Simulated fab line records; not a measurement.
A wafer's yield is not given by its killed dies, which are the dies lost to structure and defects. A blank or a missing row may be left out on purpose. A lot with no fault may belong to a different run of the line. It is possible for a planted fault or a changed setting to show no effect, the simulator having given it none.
Matching of chambers / flow nand harc / 3 sister chambers for NHARC_A_BONDPAD_DEP_00 on pecvd-03
The step deposits SiCN, target thk 250 nm. 14 wafers are shown with their chamber, then 7 later ones without.

== WAFERS WITH THEIR CHAMBER ==
wafer=L074.2; chamber=0; heater power w (W)=561
wafer=L074.3; chamber=2; heater power w (W)=494
wafer=L074.6; chamber=1; heater power w (W)=623
wafer=L080.4; chamber=1; heater power w (W)=559
wafer=L080.5; chamber=0; heater power w (W)=569
wafer=L080.6; chamber=2; heater power w (W)=503
wafer=L082.1; chamber=0; heater power w (W)=523
wafer=L082.2; chamber=1; heater power w (W)=572
wafer=L082.4; chamber=1; heater power w (W)=576
wafer=L087.2; chamber=0; heater power w (W)=546
wafer=L087.4; chamber=2; heater power w (W)=435
wafer=L087.5; chamber=2; heater power w (W)=441
wafer=L089.1; chamber=1; heater power w (W)=557
wafer=L089.2; chamber=0; heater power w (W)=481

SIGNATURES (averages over the wafers above)
reading=heater power w; chamber 0=536.00; chamber 1=577.40; chamber 2=468.25; scatter within a chamber=32.5
Rule: a wafer's distance from a chamber is the root of the sum, over the readings, of the square of ((its reading less the chamber's mean) divided by the reading's scatter). If the next closest chamber is less than 2 further off than the closest, the wafer can't be placed; otherwise it belongs to the closest. How the scatter is found: for the shown wafers, subtract from each reading the mean of its chamber, square and add these, divide the total by (wafers less chambers), then take the root.

== WAFERS WITHOUT THEIR CHAMBER ==
wafer=L089.3; heater power w (W)=486
wafer=L091.3; heater power w (W)=540
wafer=L091.4; heater power w (W)=555
wafer=L091.6; heater power w (W)=458
wafer=L092.1; heater power w (W)=498
wafer=L092.3; heater power w (W)=577
wafer=L092.6; heater power w (W)=511

== EACH ONE'S CHAMBER ==
wafer=L089.3; from the rows above=can't be placed: 2 or 0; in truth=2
wafer=L091.3; from the rows above=can't be placed: 0 or 1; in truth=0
wafer=L091.4; from the rows above=can't be placed: 0 or 1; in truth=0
wafer=L091.6; from the rows above=2; in truth=2
wafer=L092.1; from the rows above=can't be placed: 2 or 0 or 1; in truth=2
wafer=L092.3; from the rows above=can't be placed: 1 or 0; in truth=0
wafer=L092.6; from the rows above=can't be placed: 0 or 2 or 1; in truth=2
Correctly placed: 1 of 7. Can't be placed from these rows: 6 (the true chamber is among the candidates in 6). Wrongly placed: 0.
